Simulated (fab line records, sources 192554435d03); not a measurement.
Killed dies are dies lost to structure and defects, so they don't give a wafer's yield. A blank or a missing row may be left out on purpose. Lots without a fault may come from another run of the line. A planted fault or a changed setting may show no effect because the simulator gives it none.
Which tool did it? | flow n5_finfet | 12 lots, 32 wafers sampled, at 4 steps of a route of 1938

WHAT THE GAUGES READ, wafer by wafer
The record holds no reading of a measuring or inspecting step that can be judged against a usual standard deviation.

WHICH TOOL RAN EACH LOT (tool, then ch and the chambers of the sampled wafers, then the start)
lot  | N5_WELL_APT_DESCUM_13             | N5_WELL_APT_IMPLANT_15         | N5_WELL_APT_EPI_41             | N5_PMOS_HMC_CHANNEL_EPI_HM_DEP_34
L570 | rie_diel-05 ch 1,2, day 1 14:34   | implanter-01 ch 0, day 1 14:55 | epi_rpcvd-02 ch 0, day 1 18:02 | pecvd-04 ch 0,1,2, day 1 18:38
L572 | rie_diel-05 ch 1,2,3, day 2 01:55 | implanter-01 ch 0, day 2 02:11 | epi_rpcvd-01 ch 0, day 2 04:22 | pecvd-01 ch 0,1, day 2 05:02
L574 | rie_diel-05 ch 0,1,3, day 2 13:48 | implanter-01 ch 0, day 2 14:07 | epi_rpcvd-01 ch 0, day 2 16:44 | pecvd-04 ch 1,2, day 2 17:18
L576 | rie_diel-06 ch 0,1,2, day 3 02:11 | implanter-01 ch 0, day 3 02:30 | epi_rpcvd-02 ch 0, day 3 04:47 | pecvd-02 ch 0,1,2, day 3 05:22
L577 | rie_diel-01 ch 2,3, day 3 08:02   | implanter-02 ch 0, day 3 08:25 | epi_rpcvd-01 ch 0, day 3 11:51 | pecvd-01 ch 1,2, day 3 12:08
L578 | rie_diel-06 ch 1,2, day 3 13:50   | implanter-01 ch 0, day 3 14:07 | epi_rpcvd-02 ch 0, day 3 16:00 | pecvd-02 ch 0,2, day 3 16:41
L581 | rie_diel-06 ch 3, day 4 07:40     | implanter-02 ch 0, day 4 07:57 | epi_rpcvd-01 ch 0, day 4 09:48 | pecvd-02 ch 0,2, day 4 10:29
L582 | rie_diel-05 ch 0,2,3, day 4 15:09 | implanter-01 ch 0, day 4 15:26 | epi_rpcvd-02 ch 0, day 4 17:37 | pecvd-02 ch 0,1,2, day 4 18:30
L583 | rie_diel-01 ch 0,1,3, day 4 20:16 | implanter-02 ch 0, day 4 20:32 | epi_rpcvd-01 ch 0, day 4 22:43 | pecvd-04 ch 0,1,2, day 4 23:23
L584 | rie_diel-05 ch 0,1,2, day 5 01:47 | implanter-01 ch 0, day 5 02:04 | epi_rpcvd-02 ch 0, day 5 04:16 | pecvd-04 ch 1,2, day 5 04:56
L589 | rie_diel-05 ch 0,3, day 6 08:34   | implanter-02 ch 0, day 6 08:56 | epi_rpcvd-01 ch 0, day 6 11:51 | pecvd-04 ch 0,2, day 6 12:14
L593 | rie_diel-01 ch 1,3, day 7 07:56   | implanter-01 ch 0, day 7 08:14 | epi_rpcvd-01 ch 0, day 7 10:56 | pecvd-02 ch 0,2, day 7 11:31
- N5_WELL_APT_DESCUM_13: chemistry O2, time 7.9 s.
- N5_WELL_APT_IMPLANT_15
- N5_WELL_APT_EPI_41: deposits Si from SiH4/H2, target thk 50 nm, time 297.7 s.
- N5_PMOS_HMC_CHANNEL_EPI_HM_DEP_34: deposits SiO2 from TEOS/O2, target thk 36 nm, time 6.9 s.

WHAT THE TOOLS THEMSELVES READ (means of the sampled wafers that have a number; where no wafer has one, the mark that the record gives instead)
N5_WELL_APT_DESCUM_13. Usual: bias_power_w 20.00 W, standard deviation 0.061; chamber_pressure_mTorr 19.998 mTorr, standard deviation 0.018; drypump_motor_current_A 5.8 A, standard deviation 0.37; o2_flow_sccm 224.9 sccm, standard deviation 0.7; oes_product_au 0.81 a.u., standard deviation 0.1; rf_vpp_V 243.5 V, standard deviation 1.2; showerhead_plenum_p_Torr 2.12 Torr, standard deviation 0.063; throttle_valve_pct 20.43 %, standard deviation 0.22.
lot  | tool        | bias_power_w (W) | chamber_pressure_mTorr (mTorr) | drypump_motor_current_A (A) | o2_flow_sccm (sccm) | oes_product_au (a.u.) | rf_vpp_V (V) | showerhead_plenum_p_Torr (Torr) | throttle_valve_pct (%) | flag
L570 | rie_diel-05 | 20.03            | 20.009                         | 5.9                         | 225.0               | 0.69                  | 242.4        | 2.06                            | 20.73                  |
L572 | rie_diel-05 | 19.98            | 19.990                         | 6.0                         | 225.1               | 0.70                  | 243.3        | 2.09                            | 20.65                  |
L574 | rie_diel-05 | 20.02            | 19.992                         | 6.0                         | 224.7               | 0.76                  | 243.4        | 2.11                            | 20.39                  |
L576 | rie_diel-06 | 19.93            | 20.023                         | 5.6                         | 225.6               | 0.82                  | 243.8        | 2.11                            | 20.38                  |
L577 | rie_diel-01 | 19.99            | 19.994                         | 5.2                         | 225.2               | 0.70                  | 242.8        | 2.17                            | 20.62                  |
L578 | rie_diel-06 | 20.05            | 19.995                         | 5.8                         | 224.3               | 0.83                  | 243.8        | 2.10                            | 20.28                  |
L581 | rie_diel-06 | 19.99            | 19.992                         | 5.1                         | 225.3               | 0.70                  | 243.8        | 2.17                            | 20.73                  |
L582 | rie_diel-05 | 20.07            | 19.991                         | 6.0                         | 225.2               | 0.84                  | 243.5        | 2.11                            | 20.35                  |
L583 | rie_diel-01 | 19.98            | 19.995                         | 5.7                         | 225.0               | 0.84                  | 243.6        | 2.16                            | 20.47                  |
L584 | rie_diel-05 | 19.97            | 19.984                         | 5.8                         | 224.9               | 0.92                  | 243.2        | 2.08                            | 20.34                  |
L589 | rie_diel-05 | 20.05            | 19.994                         | 6.0                         | 225.1               | 0.75                  | 242.4        | 2.13                            | 20.28                  |
L593 | rie_diel-01 | 20.00            | 20.015                         | 5.9                         | 224.8               | 0.80                  | 243.7        | 2.14                            | 20.54                  |

N5_WELL_APT_IMPLANT_15. Usual: dose_ions_cm2 1.4997e+13, standard deviation 1.5e+10; faraday_current_uA 190, standard deviation 3.8; tilt_deg -0.002 degrees, standard deviation 0.019.
lot  | tool         | dose_ions_cm2 | faraday_current_uA | tilt_deg (degrees) | flag
L570 | implanter-01 | 1.4979e+13    | 193                | 0.023              |
L572 | implanter-01 | 1.4994e+13    | 188                | -0.016             |
L574 | implanter-01 | 1.4996e+13    | 190                | -0.010             |
L576 | implanter-01 | 1.5006e+13    | 191                | 0.011              |
L577 | implanter-02 | 1.5011e+13    | 190                | 0.005              |
L578 | implanter-01 | 1.4988e+13    | 192                | -0.014             |
L581 | implanter-02 | 1.4996e+13    | 190                | -0.000             |
L582 | implanter-01 | 1.5263e+12    | 19                 | -0.001             | OFF
L583 | implanter-02 | 1.5018e+13    | 188                | -0.032             |
L584 | implanter-01 | 1.5340e+12    | 19                 | -0.011             | OFF
L589 | implanter-02 | 1.4992e+13    | 184                | -0.019             |
L593 | implanter-01 | 1.4960e+13    | 188                | -0.008             |

N5_WELL_APT_EPI_41. Usual: throttle_valve_pct 10.65 %, standard deviation 0.22.
lot  | tool         | throttle_valve_pct (%) | flag
L570 | epi_rpcvd-02 | 10.73                  |
L572 | epi_rpcvd-01 | 10.57                  |
L574 | epi_rpcvd-01 | 10.67                  |
L576 | epi_rpcvd-02 | 10.54                  |
L577 | epi_rpcvd-01 | 10.61                  |
L578 | epi_rpcvd-02 | 10.75                  |
L581 | epi_rpcvd-01 | 10.58                  |
L582 | epi_rpcvd-02 | 10.61                  |
L583 | epi_rpcvd-01 | 10.40                  |
L584 | epi_rpcvd-02 | 10.72                  |
L589 | epi_rpcvd-01 | 10.50                  |
L593 | epi_rpcvd-01 | 10.52                  |

N5_PMOS_HMC_CHANNEL_EPI_HM_DEP_34. Usual: heater_power_w 557 W, standard deviation 80; showerhead_plenum_p_Torr 8.34 Torr, standard deviation 0.039; throttle_valve_pct 18.3 %, standard deviation 1.3.
lot  | tool     | heater_power_w (W) | showerhead_plenum_p_Torr (Torr) | throttle_valve_pct (%) | flag
L570 | pecvd-04 | 571                | 8.37                            | 17.9                   |
L572 | pecvd-01 | 508                | 8.30                            | 19.3                   |
L574 | pecvd-04 | 545                | 8.38                            | 16.9                   |
L576 | pecvd-02 | 516                | 8.34                            | 17.9                   |
L577 | pecvd-01 | 578                | 8.29                            | 19.6                   |
L578 | pecvd-02 | 466                | 8.34                            | 17.0                   |
L581 | pecvd-02 | 520                | 8.32                            | 17.1                   |
L582 | pecvd-02 | 495                | 8.35                            | 18.1                   |
L583 | pecvd-04 | 555                | 8.37                            | 18.0                   |
L584 | pecvd-04 | 617                | 8.39                            | 17.7                   |
L589 | pecvd-04 | 600                | 8.37                            | 17.9                   |
L593 | pecvd-02 | 531                | 8.34                            | 17.1                   |

THE ANSWER, worked out from the rows above alone
Rule: a lot is off if the mean of its wafers that have a number lies more than 3 standard deviations from the usual mean. A lot without any number at a reading at which 4 lots or more have one is off too. The other lots that the step has rows for count as sound. The gauges are gone through in route order, then the tools' own readings, and for those a lot's mean is taken as printed above. The first step at which some lot is off is used, and at that step the reading that is off furthest; a lot without a number counts as furthest.
Off: L582, L584, at N5_WELL_APT_IMPLANT_15 (dose_ions_cm2).
A tool fits if, at that step or a process step before it, it ran every lot that is off, and no sound lot after the first of them. None of those tried fits.

WHAT THE SIMULATOR HAD PUT IN
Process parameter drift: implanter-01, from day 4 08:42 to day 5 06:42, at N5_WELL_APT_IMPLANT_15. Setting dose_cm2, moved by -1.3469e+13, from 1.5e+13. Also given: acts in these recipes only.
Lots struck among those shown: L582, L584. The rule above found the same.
